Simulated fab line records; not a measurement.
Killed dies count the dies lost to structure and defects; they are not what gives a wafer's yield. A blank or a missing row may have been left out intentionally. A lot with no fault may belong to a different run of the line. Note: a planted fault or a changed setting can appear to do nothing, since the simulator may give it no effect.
Split-lot trial | flow n5_finfet | on a route of 1938 steps: 7 lots, 39 wafers read

## SPLIT DETAILS
At N5_WELL_APT_EPI_41 (deposits Si from SiH4/H2, target thk 50 nm, time 297.7 s), the setting time_s was moved away from the recipe's 297.7 s on 9 of the 39 wafers read, by -5.4% to +4.4%. This setting was run at the recipe's value on the other wafers.

The reading is taken at the split's own step.

## THE READING
Si_of_WELL_APT_EPI_41.thk_nm (the simulator's own value, which no gauge read), in nm, at N5_WELL_APT_EPI_41 (deposits Si from SiH4/H2, target thk 50 nm, time 297.7 s). No usual value for it is given in the file. The 30 wafers here that ran the recipe average 49.91 nm, standard deviation 0.41 nm.

wafer  | tool, chamber at the split | time_s as run, s | against the recipe | Si_of_WELL_APT_EPI_41.thk_nm, nm | against lot-mates on the recipe
L076.1 | epi_rpcvd-03, 0            | 297.7            | recipe             | 50.29                            | -
L076.2 | epi_rpcvd-03, 0            | 304.1            | +2.1%              | 51.15                            | +0.68
L076.3 | epi_rpcvd-03, 0            | 304.1            | +2.1%              | 50.92                            | +0.45
L076.4 | epi_rpcvd-03, 0            | 297.7            | recipe             | 50.34                            | -
L076.5 | epi_rpcvd-03, 0            | 304.1            | +2.1%              | 51.99                            | +1.52
L076.6 | epi_rpcvd-03, 0            | 297.7            | recipe             | 50.77                            | -
L078.1 | epi_rpcvd-04, 0            | 297.7            | recipe             | 50.24                            | -
L078.3 | epi_rpcvd-04, 0            | 297.7            | recipe             | 50.17                            | -
L078.6 | epi_rpcvd-04, 0            | 297.7            | recipe             | 50.82                            | -
L082.1 | epi_rpcvd-04, 0            | 297.7            | recipe             | 49.53                            | -
L082.2 | epi_rpcvd-04, 0            | 310.9            | +4.4%              | 52.31                            | +2.64
L082.3 | epi_rpcvd-04, 0            | 297.7            | recipe             | 49.76                            | -
L082.4 | epi_rpcvd-04, 0            | 297.7            | recipe             | 49.72                            | -
L082.5 | epi_rpcvd-04, 0            | 310.9            | +4.4%              | 51.23                            | +1.56
L082.6 | epi_rpcvd-04, 0            | 310.9            | +4.4%              | 51.83                            | +2.16
L090.1 | epi_rpcvd-03, 0            | 297.7            | recipe             | 49.19                            | -
L090.2 | epi_rpcvd-03, 0            | 297.7            | recipe             | 49.77                            | -
L090.3 | epi_rpcvd-03, 0            | 297.7            | recipe             | 50.12                            | -
L090.4 | epi_rpcvd-03, 0            | 297.7            | recipe             | 49.8                             | -
L090.5 | epi_rpcvd-03, 0            | 297.7            | recipe             | 50.2                             | -
L090.6 | epi_rpcvd-03, 0            | 297.7            | recipe             | 49.85                            | -
L093.1 | epi_rpcvd-03, 0            | 297.7            | recipe             | 50.13                            | -
L093.2 | epi_rpcvd-03, 0            | 297.7            | recipe             | 49.46                            | -
L093.3 | epi_rpcvd-03, 0            | 297.7            | recipe             | 48.98                            | -
L093.4 | epi_rpcvd-03, 0            | 297.7            | recipe             | 49.87                            | -
L093.5 | epi_rpcvd-03, 0            | 297.7            | recipe             | 49.65                            | -
L093.6 | epi_rpcvd-03, 0            | 297.7            | recipe             | 49.68                            | -
L095.1 | epi_rpcvd-04, 0            | 297.7            | recipe             | 50.18                            | -
L095.2 | epi_rpcvd-04, 0            | 297.7            | recipe             | 50                               | -
L095.3 | epi_rpcvd-04, 0            | 297.7            | recipe             | 49.78                            | -
L095.4 | epi_rpcvd-04, 0            | 297.7            | recipe             | 50.02                            | -
L095.5 | epi_rpcvd-04, 0            | 297.7            | recipe             | 49.29                            | -
L095.6 | epi_rpcvd-04, 0            | 297.7            | recipe             | 49.76                            | -
L097.1 | epi_rpcvd-04, 0            | 281.6            | -5.4%              | 47.24                            | -2.69
L097.2 | epi_rpcvd-04, 0            | 281.6            | -5.4%              | 47.65                            | -2.28
L097.3 | epi_rpcvd-04, 0            | 297.7            | recipe             | 49.55                            | -
L097.4 | epi_rpcvd-04, 0            | 297.7            | recipe             | 49.8                             | -
L097.5 | epi_rpcvd-04, 0            | 297.7            | recipe             | 50.45                            | -
L097.6 | epi_rpcvd-04, 0            | 281.6            | -5.4%              | 47.92                            | -2.01

THE FIT
A straight line over all 39 wafers: Si_of_WELL_APT_EPI_41.thk_nm changes by +0.446 nm for each +1% of time_s; r = +0.90; the points scatter about the line by 0.44 nm.
The same after taking each lot's own level away (the mean of its wafers on the recipe; 39 wafers): +0.446 nm for each +1%; r = +0.94; scatter 0.34 nm.
The reading moves by 2.4 nm for the largest change in time_s, on that fit.
The lots' own levels span 49.628 to 50.467 nm, that is 2.0 times the standard deviation above.
The two slopes are in agreement: the lot-to-lot level therefore moves the slope only a little.
Check: -2.32 nm against its lot-mates is what the line predicts for one of the wafers moved furthest among these (-5.4%) when that wafer is left out of the fit. It came out at -2.69 nm against them.

## FILE'S OWN FIT
Si_of_WELL_APT_EPI_41.thk_nm changes by +0.446 nm for each +1% of time_s, r = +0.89.
